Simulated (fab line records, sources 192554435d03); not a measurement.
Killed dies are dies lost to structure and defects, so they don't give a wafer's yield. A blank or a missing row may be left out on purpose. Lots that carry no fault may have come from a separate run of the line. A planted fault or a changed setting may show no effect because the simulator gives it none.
Matching of chambers + flow n5-finfet + 4 sister chambers for N5_BEOL_M10_ETCH_66 on rie-diel-06
The step etches SOC in N2/H2, target depth 120 nm, overetch 24 nm, time 180 s. 4 wafers are shown with their chamber, then 10 later ones without.

WAFERS, EACH WITH ITS CHAMBER
| wafer  | chamber | drypump-motor-current-A (A) |
|--------|---------|-----------------------------|
| L084.3 | 3       | 5.9                         |
| L086.1 | 2       | 5.1                         |
| L086.4 | 0       | 6.3                         |
| L089.5 | 1       | 4.8                         |

WAFERS WITHOUT THEIR CHAMBER
| wafer  | drypump-motor-current-A (A) |
|--------|-----------------------------|
| L089.6 | 6.2                         |
| L090.1 | 5.1                         |
| L090.2 | 5.9                         |
| L090.5 | 5.1                         |
| L095.1 | 5.8                         |
| L095.3 | 5.1                         |
| L095.4 | 5.1                         |
| L096.1 | 4.8                         |
| L096.3 | 5.9                         |
| L096.4 | 4.8                         |

THE CHAMBER EACH PASSED THROUGH
| wafer  | from the rows above | in truth |
|--------|---------------------|----------|
| L089.6 | 0                   | 0        |
| L090.1 | 2                   | 2        |
| L090.2 | 3                   | 3        |
| L090.5 | 2                   | 2        |
| L095.1 | 3                   | 3        |
| L095.3 | 2                   | 2        |
| L095.4 | 2                   | 2        |
| L096.1 | 1                   | 1        |
| L096.3 | 3                   | 3        |
| L096.4 | 1                   | 1        |
Correctly placed: 10 of 10. Can't be placed from these rows: 0. 0 placed wrongly.
How it was worked out, from the rows above alone: a wafer's distance from a chamber is the root of the sum, over the readings, of the square of ((its reading less the chamber's mean) divided by the reading's scatter). The wafer belongs to the nearest chamber; if the next one is less than 2 further off, it can't be placed. Each chamber's mean is taken over the wafers shown for it. The scatter: root of mean squared gap, hidden wafer to nearest shown wafer, with one shown wafer a chamber.
